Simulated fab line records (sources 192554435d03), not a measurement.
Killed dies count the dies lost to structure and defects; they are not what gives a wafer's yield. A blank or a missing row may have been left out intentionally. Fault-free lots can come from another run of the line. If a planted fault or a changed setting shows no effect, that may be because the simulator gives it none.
Matching of chambers	flow n5_finfet	N5_FIN_SAQP_PECVD_48 on pecvd-04: 3 sister chambers
The step deposits SiNx from SiH4/NH3/N2, target thk 25 nm, time 22.1 s. 6 wafers are shown with their chamber, then 7 later ones without.

WAFERS WITH THEIR CHAMBER
wafer	chamber	showerhead_plenum_p_Torr (Torr)	throttle_valve_pct (%)
L300.4	0	5.14	38.6
L309.1	1	5.06	40.4
L309.3	2	5.06	37.8
L309.4	2	5.04	37.7
L313.1	0	5.14	39.1
L313.3	1	5.05	40.6

WAFERS MISSING THEIR CHAMBER
wafer	showerhead_plenum_p_Torr (Torr)	throttle_valve_pct (%)
L313.6	5.14	38.9
L316.2	5.13	39.1
L316.4	5.07	40.6
L316.6	5.05	38.3
L317.2	5.06	40.6
L317.5	5.07	38.0
L317.6	5.07	40.6

CHAMBER TAKEN BY EACH
wafer	from the rows above	in truth
L313.6	0	0
L316.2	0	0
L316.4	1	1
L316.6	2	2
L317.2	1	1
L317.5	2	2
L317.6	1	1
7 of 7 placed correctly. Can't be placed from these rows: 0. Placed wrongly: 0.
How it was worked out, from the rows above alone: a wafer's distance from a chamber is the root of the sum, over the readings, of the square of ((its reading less the chamber's mean) divided by the reading's scatter). The wafer belongs to the nearest chamber; if the next one is less than 2 further off, it can't be placed. For every chamber, the mean is computed from those of its wafers that are shown. How the scatter is found: for the shown wafers, subtract from each reading the mean of its chamber, square and add these, divide the total by (wafers less chambers), then take the root.
